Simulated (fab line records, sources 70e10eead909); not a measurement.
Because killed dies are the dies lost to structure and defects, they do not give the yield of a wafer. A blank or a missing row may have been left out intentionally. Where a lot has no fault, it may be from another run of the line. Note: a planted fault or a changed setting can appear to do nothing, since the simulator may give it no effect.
A lot that was struck, set against a sound lot    flow nand harc    14 steps out of a route of 1302
Sound: these wafers, L354.4, L354.5, L354.6. The struck wafers were L362.3, L362.4, L362.5. At the end, the cause is stated.
Each step with rows lists, per side, the tool, then ch with its chambers, then its first start. Under that, the readings that differ: sound wafers    struck wafers    difference of the means    sigmas: that difference in standard deviations of wafers without a fault.
alike: readings whose means differ by less than 2 such deviations, and words and numbers that are the same on both sides. not compared: withheld readings, readings that some wafer has no value for, bounds like >300 that may hide the same value, and numbers for which the record gives no deviation and whose values overlap.
The two part at a step that has a row with sigmas, a row that says differs or no value, or rows on one side only. Non-overlapping numbers with no deviation appear without sigmas and do not part them. A reading missing from all wafers of one side parts the sides only when that side holds two or more wafers.

NHARC_A_CHANNEL_HOLE_D1_ETCH_44: etches the open film in CF4/O2, target depth 140 nm, overetch 14 nm, time 77 s.
  sound on rie diel-11 ch 0,3, day 9 07:46; struck on rie diel-06 ch 1,3, day 12 23:22
reading                      sound        struck       difference  sigmas
drypump motor current A (A)  5.3 5.3 4.9  5.9 6.7 6.7  +1.3        +2
  alike: o2 flow sccm, oes product au, rf vpp V, showerhead plenum p Torr, throttle valve pct
  not compared: rf hours counter h
then, 3 steps without rows for these wafers: NHARC_A_CHANNEL_HOLE_D1_STRIP_27 (strips in O2); NHARC_A_CHANNEL_HOLE_D1_PRECLEAN_28 (cleans in SC1); NHARC_A_CHANNEL_HOLE_D1_SRD_29.
NHARC_A_CHANNEL_HOLE_D1_CD_MEAS_30:
  sound on cd sem-02 at day 9 08:34; struck on cd sem-03 at day 13 00:10
  alike: cd nm
NHARC_A_CHANNEL_HOLE_D1_XSEM_31:
  sound on xsem-01 ch 0, day 9 08:40; struck on xsem-02 ch 0, day 13 00:16
  alike: bot cd nm, bow nm, tilt deg
NHARC_A_CHANNEL_HOLE_D1_INSPECT_40:
  sound on defect inspect-02 at day 9 08:45; struck on defect inspect-02 at day 13 00:21
  alike: raw defect count
then, 2 steps without rows for these wafers: NHARC_A_CHANNEL_FILL_D1_PRECLEAN_00 (cleans in SC1); NHARC_A_CHANNEL_FILL_D1_SRD_01.
NHARC_A_CHANNEL_FILL_D1_ALD_02: deposits SiO2, target thk 6 nm, pulse time 10 s, ald cycles 60.
  sound on ald hk-03 ch 2,3, day 9 09:01; struck on ald hk-04 ch 1,2,3, day 13 00:33
reading             sound        struck       difference  sigmas
heater power w (W)  568 524 577  453 437 465  -105        -2
  alike: ald cycles, precursor pulse height rel
NHARC_A_CHANNEL_FILL_D1_ALD_03: deposits SiNx, target thk 6 nm, pulse time 60 s, ald cycles 58.
  sound: ald sin batch-01 ch 0; struck: ald sin batch-01 ch 0
  alike: ald cycles, precursor pulse height rel
then, 1 step without rows for these wafers: NHARC_A_CHANNEL_FILL_D1_ALD_14 (deposits SiO2, target thk 2.5 nm, pulse time 10 s, ald cycles 25).
NHARC_A_CHANNEL_FILL_D1_ALD_15: deposits SiNx, target thk 2 nm, pulse time 60 s, ald cycles 19.
  sound on ald sin batch-02 ch 0, day 9 19:04; struck on ald sin batch-01 ch 0, day 13 10:43
reading     sound     struck    difference  sigmas
ald cycles  19 19 19  27 27 27  +8          
  alike: precursor pulse height rel
NHARC_A_CHANNEL_FILL_D1_ALD_16: deposits SiO2, target thk 1.5 nm, pulse time 10 s, ald cycles 15.
  sound on ald hk-01 ch 1,2, day 9 21:10; struck on ald hk-04 ch 0,1,3, day 13 12:52
  alike: ald cycles, heater power w, precursor pulse height rel

== WHERE THEY PART ==
At NHARC_A_CHANNEL_HOLE_D1_ETCH_44 first; at NHARC_A_CHANNEL_FILL_D1_ALD_02 last (within this record only). Later steps at which nothing parts them and some readings are alike: NHARC_A_CHANNEL_FILL_D1_ALD_03, NHARC_A_CHANNEL_FILL_D1_ALD_15, NHARC_A_CHANNEL_FILL_D1_ALD_16.

WHY: what the simulator had put in
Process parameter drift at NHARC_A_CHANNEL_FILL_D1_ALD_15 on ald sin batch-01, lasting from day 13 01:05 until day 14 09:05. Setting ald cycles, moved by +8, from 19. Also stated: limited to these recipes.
